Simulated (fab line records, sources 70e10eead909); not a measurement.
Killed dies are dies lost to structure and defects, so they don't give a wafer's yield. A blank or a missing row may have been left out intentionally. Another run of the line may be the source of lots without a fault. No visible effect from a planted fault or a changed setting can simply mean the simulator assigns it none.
Matching of chambers :: flow nandHarc :: NHARC_A_CONTACT_DESCUM_13 on rieDiel-01: 4 sister chambers
The step chemistry O2, time 3 s. 14 wafers are shown with their chamber, then 7 later ones without.

EACH WAFER AND ITS CHAMBER
wafer: L762.2
chamber: 0
showerheadPlenumPTorr (Torr): 1.86
drypumpMotorCurrentA (A): 5.3
rfVppV (V): 58.0

wafer: L762.4
chamber: 3
showerheadPlenumPTorr (Torr): 1.80
drypumpMotorCurrentA (A): 5.9
rfVppV (V): 57.3

wafer: L762.5
chamber: 3
showerheadPlenumPTorr (Torr): 1.80
drypumpMotorCurrentA (A): 5.9
rfVppV (V): 58.5

wafer: L765.1
chamber: 2
showerheadPlenumPTorr (Torr): 2.04
drypumpMotorCurrentA (A): 5.8
rfVppV (V): 58.9

wafer: L765.2
chamber: 3
showerheadPlenumPTorr (Torr): 1.80
drypumpMotorCurrentA (A): 5.9
rfVppV (V): 57.6

wafer: L765.4
chamber: 1
showerheadPlenumPTorr (Torr): 1.90
drypumpMotorCurrentA (A): 5.4
rfVppV (V): 58.1

wafer: L764.1
chamber: 1
showerheadPlenumPTorr (Torr): 1.90
drypumpMotorCurrentA (A): 5.4
rfVppV (V): 59.2

wafer: L764.3
chamber: 3
showerheadPlenumPTorr (Torr): 1.79
drypumpMotorCurrentA (A): 5.8
rfVppV (V): 56.5

wafer: L764.4
chamber: 2
showerheadPlenumPTorr (Torr): 2.04
drypumpMotorCurrentA (A): 5.7
rfVppV (V): 58.2

wafer: L766.1
chamber: 3
showerheadPlenumPTorr (Torr): 1.80
drypumpMotorCurrentA (A): 5.8
rfVppV (V): 56.1

wafer: L766.3
chamber: 2
showerheadPlenumPTorr (Torr): 2.04
drypumpMotorCurrentA (A): 5.7
rfVppV (V): 58.2

wafer: L766.5
chamber: 3
showerheadPlenumPTorr (Torr): 1.79
drypumpMotorCurrentA (A): 5.9
rfVppV (V): 58.3

wafer: L775.2
chamber: 3
showerheadPlenumPTorr (Torr): 1.79
drypumpMotorCurrentA (A): 5.8
rfVppV (V): 57.4

wafer: L775.4
chamber: 1
showerheadPlenumPTorr (Torr): 1.89
drypumpMotorCurrentA (A): 5.5
rfVppV (V): 58.6

SIGNATURES (averages over the wafers above)
reading: showerheadPlenumPTorr
chamber 0: 1.8600
chamber 1: 1.8967
chamber 2: 2.0400
chamber 3: 1.7957
scatter within a chamber: 0.00488

reading: drypumpMotorCurrentA
chamber 0: 5.300
chamber 1: 5.433
chamber 2: 5.733
chamber 3: 5.857
scatter within a chamber: 0.0552

reading: rfVppV
chamber 0: 58.000
chamber 1: 58.633
chamber 2: 58.433
chamber 3: 57.386
scatter within a chamber: 0.742
Rule: distance of a wafer from a chamber = root of the sum over the readings of ((wafer's reading minus chamber's mean) / reading's scatter) squared. The wafer belongs to the nearest chamber; if the next one is less than 2 further off, it can't be placed. How the scatter is found: for the shown wafers, subtract from each reading the mean of its chamber, square and add these, divide the total by (wafers less chambers), then take the root.

WAFERS WHOSE CHAMBER IS MISSING
wafer: L775.5
showerheadPlenumPTorr (Torr): 1.85
drypumpMotorCurrentA (A): 5.4
rfVppV (V): 57.6

wafer: L774.2
showerheadPlenumPTorr (Torr): 1.85
drypumpMotorCurrentA (A): 5.4
rfVppV (V): 57.4

wafer: L774.4
showerheadPlenumPTorr (Torr): 1.79
drypumpMotorCurrentA (A): 5.8
rfVppV (V): 56.3

wafer: L774.5
showerheadPlenumPTorr (Torr): 1.79
drypumpMotorCurrentA (A): 5.8
rfVppV (V): 58.5

wafer: L781.2
showerheadPlenumPTorr (Torr): 1.84
drypumpMotorCurrentA (A): 5.4
rfVppV (V): 56.9

wafer: L781.4
showerheadPlenumPTorr (Torr): 1.88
drypumpMotorCurrentA (A): 5.5
rfVppV (V): 58.0

wafer: L781.6
showerheadPlenumPTorr (Torr): 1.88
drypumpMotorCurrentA (A): 5.4
rfVppV (V): 57.4

CHAMBER TAKEN BY EACH
wafer: L775.5
from the rows above: 0
in truth: 0

wafer: L774.2
from the rows above: 0
in truth: 0

wafer: L774.4
from the rows above: 3
in truth: 3

wafer: L774.5
from the rows above: 3
in truth: 3

wafer: L781.2
from the rows above: 0
in truth: 0

wafer: L781.4
from the rows above: can't be placed: 1 or 0
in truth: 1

wafer: L781.6
from the rows above: can't be placed: 1 or 0
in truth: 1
Correctly placed: 5 of 7. Cannot be placed on the basis of these rows: 2; the candidates contain the true chamber in 2. 0 placed wrongly.
